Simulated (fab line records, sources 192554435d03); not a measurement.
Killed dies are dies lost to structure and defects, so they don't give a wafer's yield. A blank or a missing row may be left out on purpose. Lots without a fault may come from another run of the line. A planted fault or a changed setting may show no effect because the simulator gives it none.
Chamber matching | flow n5_finfet | N5_HKMG_FIN_ALD_91 on ald_metal-02: 4 sister chambers
The step deposits TiN, target thk 1 nm, pulse time 1 s, purge time 3 s. 8 wafers are shown with their chamber, then 7 later ones without.

WAFERS WITH THEIR CHAMBER
wafer  | chamber | heater_power_w (W) | precursor_pulse_height_rel
L076.1 | 0       | 920                | 0.992
L076.4 | 3       | 783                | 1.002
L076.5 | 1       | 818                | 1.007
L086.2 | 2       | 812                | 1.013
L086.4 | 3       | 787                | 0.981
L086.5 | 2       | 815                | 0.967
L089.1 | 1       | 817                | 0.987
L089.5 | 0       | 963                | 0.977

WAFERS WITHOUT THEIR CHAMBER
wafer  | heater_power_w (W) | precursor_pulse_height_rel
L089.6 | 824                | 1.011
L092.3 | 785                | 1.006
L092.4 | 818                | 1.015
L092.5 | 766                | 0.967
L095.2 | 826                | 0.993
L095.3 | 787                | 1.008
L095.6 | 956                | 0.985

WHICH CHAMBER EACH WENT THROUGH
wafer  | from the rows above          | in truth
L089.6 | can't be placed: 1 or 2 or 3 | 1
L092.3 | can't be placed: 3 or 2 or 1 | 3
L092.4 | can't be placed: 1 or 2 or 3 | 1
L092.5 | can't be placed: 3 or 2 or 1 | 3
L095.2 | can't be placed: 1 or 2      | 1
L095.3 | can't be placed: 3 or 2 or 1 | 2
L095.6 | 0                            | 0
Placed correctly: 1 of 7. Can't be placed from these rows: 6 (the true chamber is among the candidates in 6). Placed wrongly: 0.
How it was worked out, from the rows above alone: a wafer's distance from a chamber is the root of the sum, over the readings, of the square of ((its reading less the chamber's mean) divided by the reading's scatter). The wafer belongs to the nearest chamber; if the next one is less than 2 further off, it can't be placed. A chamber's mean is the mean of its shown wafers. The scatter: the root of (the sum of the squares of (reading less its chamber's mean) over the shown wafers, divided by (wafers less chambers)).
